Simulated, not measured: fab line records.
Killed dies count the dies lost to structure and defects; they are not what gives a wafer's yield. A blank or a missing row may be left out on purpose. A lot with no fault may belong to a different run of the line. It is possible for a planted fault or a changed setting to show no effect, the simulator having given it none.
Lot-split experiment / flow n5 finfet / 21 wafers read from 7 lots, route of 1938 steps

ABOUT THE SPLIT
At N5_BEOL_M15_EXPOSE_25 (exposes mask M15, target cd 400 nm), the setting dose mj was moved away from the recipe's 35.5 on 8 of the 21 wafers read, by -6.0% to +1.9%. All remaining wafers had this setting at the recipe value.

FROM THE SPLIT TO THE READING: what the file shows between them, 3 steps
- N5_BEOL_M15_PEB_26: peb time 90 s
- N5_BEOL_M15_DEVELOP_27: develop time 45 s
- N5_BEOL_M15_HARDBAKE_32: time 120 s

THE READING
cd nm at N5_BEOL_M15_CD_MEAS_28, given in nm (cd target 407.6 nm). On this fab line, fault-free wafers typically give 407.4 nm with a standard deviation of 1.7 nm.

wafer=L075.1; tool, chamber at the split=krf scanner-01, 0; dose mj as run=35.5; against the recipe=recipe; cd nm, nm=406.2; against lot-mates on the recipe=-
wafer=L075.2; tool, chamber at the split=krf scanner-01, 0; dose mj as run=35.5; against the recipe=recipe; cd nm, nm=405.4; against lot-mates on the recipe=-
wafer=L075.3; tool, chamber at the split=krf scanner-01, 0; dose mj as run=35.5; against the recipe=recipe; cd nm, nm=405.9; against lot-mates on the recipe=-
wafer=L076.3; tool, chamber at the split=krf scanner-01, 0; dose mj as run=33.37; against the recipe=-6.0%; cd nm, nm=396.2; against lot-mates on the recipe=-10.3
wafer=L076.4; tool, chamber at the split=krf scanner-01, 0; dose mj as run=33.37; against the recipe=-6.0%; cd nm, nm=398.3; against lot-mates on the recipe=-8.2
wafer=L076.6; tool, chamber at the split=krf scanner-01, 0; dose mj as run=35.5; against the recipe=recipe; cd nm, nm=406.5; against lot-mates on the recipe=-
wafer=L081.1; tool, chamber at the split=krf scanner-02, 0; dose mj as run=33.62; against the recipe=-5.3%; cd nm, nm=401.4; against lot-mates on the recipe=-8.6
wafer=L081.2; tool, chamber at the split=krf scanner-02, 0; dose mj as run=35.5; against the recipe=recipe; cd nm, nm=410.0; against lot-mates on the recipe=-
wafer=L081.3; tool, chamber at the split=krf scanner-02, 0; dose mj as run=33.62; against the recipe=-5.3%; cd nm, nm=400.9; against lot-mates on the recipe=-9.1
wafer=L083.1; tool, chamber at the split=krf scanner-02, 0; dose mj as run=35.5; against the recipe=recipe; cd nm, nm=409.8; against lot-mates on the recipe=-
wafer=L083.2; tool, chamber at the split=krf scanner-02, 0; dose mj as run=36.18; against the recipe=+1.9%; cd nm, nm=413.9; against lot-mates on the recipe=+4.8
wafer=L083.3; tool, chamber at the split=krf scanner-02, 0; dose mj as run=35.5; against the recipe=recipe; cd nm, nm=408.3; against lot-mates on the recipe=-
wafer=L086.3; tool, chamber at the split=krf scanner-02, 0; dose mj as run=35.5; against the recipe=recipe; cd nm, nm=406.0; against lot-mates on the recipe=-
wafer=L086.4; tool, chamber at the split=krf scanner-02, 0; dose mj as run=35.5; against the recipe=recipe; cd nm, nm=404.8; against lot-mates on the recipe=-
wafer=L086.6; tool, chamber at the split=krf scanner-02, 0; dose mj as run=34.5; against the recipe=-2.8%; cd nm, nm=400.9; against lot-mates on the recipe=-4.5
wafer=L089.1; tool, chamber at the split=krf scanner-02, 0; dose mj as run=34.06; against the recipe=-4.1%; cd nm, nm=398.6; against lot-mates on the recipe=-7.2
wafer=L089.3; tool, chamber at the split=krf scanner-02, 0; dose mj as run=35.5; against the recipe=recipe; cd nm, nm=406.7; against lot-mates on the recipe=-
wafer=L089.4; tool, chamber at the split=krf scanner-02, 0; dose mj as run=35.5; against the recipe=recipe; cd nm, nm=404.9; against lot-mates on the recipe=-
wafer=L090.4; tool, chamber at the split=krf scanner-02, 0; dose mj as run=35.5; against the recipe=recipe; cd nm, nm=405.7; against lot-mates on the recipe=-
wafer=L090.5; tool, chamber at the split=krf scanner-02, 0; dose mj as run=34.39; against the recipe=-3.1%; cd nm, nm=402.5; against lot-mates on the recipe=-3.0
wafer=L090.6; tool, chamber at the split=krf scanner-02, 0; dose mj as run=35.5; against the recipe=recipe; cd nm, nm=405.3; against lot-mates on the recipe=-

FIT RESULTS
A straight line over all 21 wafers: cd nm changes by +1.54 nm for each +1% of dose mj; r = +0.89; the points scatter about the line by 2 nm.
The same after taking each lot's own level away (the mean of its wafers on the recipe; 21 wafers): +1.63 nm for each +1%; r = +0.98; scatter 0.85 nm.
The reading moves by 9.8 nm for the largest change in dose mj, on that fit.
Across the lots, their own levels run from 405.40 to 410.00 nm, a range of 2.7 times the standard deviation given above.
Hence the lot-to-lot level has little effect on the slope; both slopes agree.
Check: for one of the wafers moved furthest among these (-6.0%), held out of the fit, the line's prediction against its lot-mates is -9.42 nm. Against them it came out at -10.3 nm.

THE OTHER SPLITS THESE WAFERS WENT THROUGH
Other splits were also applied to these wafers ahead of the reading. Each is held against what the fit with the lots' levels taken away leaves over:
other split on the same wafers=N5_BEOL_M13_COAT_66 spin rpm; wafers away from the commonest value=7; r with cd nm (lot level and that fit taken away)=-0.32
other split on the same wafers=N5_BEOL_M14_PEB_26 peb temp c; wafers away from the commonest value=9; r with cd nm (lot level and that fit taken away)=+0.21
other split on the same wafers=N5_BEOL_M14_TRENCH_ETCH_34 bias w; wafers away from the commonest value=8; r with cd nm (lot level and that fit taken away)=-0.27

THE WHOLE CHAIN: every reading that the file lists as answering this split, in the file's order
step=N5_BEOL_M15_CD_MEAS_28; what it does=target cd 407.6 nm; reading=cd nm; change (the file's fit)=+1.6 nm for each +1% of the setting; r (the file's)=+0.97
step=N5_BEOL_M15_DESCUM_33; what it does=chemistry O2, time 7.9 s; reading=BEOL_M15.cd nm (the simulator's own value, which no gauge read); change (the file's fit)=+1.6 nm for each +1% of the setting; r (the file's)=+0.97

FILE'S OWN FIT
cd nm changes by +1.6 nm for each +1% of dose mj, r = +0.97.
